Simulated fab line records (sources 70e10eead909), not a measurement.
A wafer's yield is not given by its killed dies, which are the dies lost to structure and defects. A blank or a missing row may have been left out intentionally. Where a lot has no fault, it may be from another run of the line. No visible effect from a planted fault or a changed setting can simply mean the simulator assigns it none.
Matching of chambers / flow nandHarc / NHARC_A_STAIRCASE_ETCH_292 on rieDiel-11 has 4 sister chambers
The step etches the open film in CF4/CHF3. 4 wafers are shown with their chamber, then 11 later ones without.

WAFERS PAIRED WITH THEIR CHAMBERS
wafer=L083.1; chamber=0; showerheadPlenumPTorr (Torr)=1.52
wafer=L086.5; chamber=1; showerheadPlenumPTorr (Torr)=1.58
wafer=L087.5; chamber=2; showerheadPlenumPTorr (Torr)=1.59
wafer=L088.1; chamber=3; showerheadPlenumPTorr (Torr)=1.47

WAFERS WITHOUT THEIR CHAMBER
wafer=L088.3; showerheadPlenumPTorr (Torr)=1.57
wafer=L088.4; showerheadPlenumPTorr (Torr)=1.59
wafer=L091.1; showerheadPlenumPTorr (Torr)=1.57
wafer=L091.3; showerheadPlenumPTorr (Torr)=1.59
wafer=L091.4; showerheadPlenumPTorr (Torr)=1.47
wafer=L091.2; showerheadPlenumPTorr (Torr)=1.51
wafer=L091.5; showerheadPlenumPTorr (Torr)=1.51
wafer=L091.6; showerheadPlenumPTorr (Torr)=1.47
wafer=L092.1; showerheadPlenumPTorr (Torr)=1.47
wafer=L092.4; showerheadPlenumPTorr (Torr)=1.59
wafer=L092.6; showerheadPlenumPTorr (Torr)=1.51

THE CHAMBER EACH PASSED THROUGH
wafer=L088.3; from the rows above=can't be placed: 1 or 2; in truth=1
wafer=L088.4; from the rows above=can't be placed: 2 or 1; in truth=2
wafer=L091.1; from the rows above=can't be placed: 1 or 2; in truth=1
wafer=L091.3; from the rows above=can't be placed: 2 or 1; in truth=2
wafer=L091.4; from the rows above=3; in truth=3
wafer=L091.2; from the rows above=0; in truth=0
wafer=L091.5; from the rows above=0; in truth=0
wafer=L091.6; from the rows above=3; in truth=3
wafer=L092.1; from the rows above=3; in truth=3
wafer=L092.4; from the rows above=can't be placed: 2 or 1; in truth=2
wafer=L092.6; from the rows above=0; in truth=0
6 of 11 placed correctly. Cannot be placed on the basis of these rows: 5; the candidates contain the true chamber in 5. Number placed wrongly: 0.
How it was worked out, from the rows above alone: a wafer's distance from a chamber is the root of the sum, over the readings, of the square of ((its reading less the chamber's mean) divided by the reading's scatter). If the next closest chamber is less than 2 further off than the closest, the wafer can't be placed; otherwise it belongs to the closest. For every chamber, the mean is computed from those of its wafers that are shown. The scatter: with one shown wafer a chamber, the root of the mean of the squares of how far each hidden wafer lies from its nearest shown one.
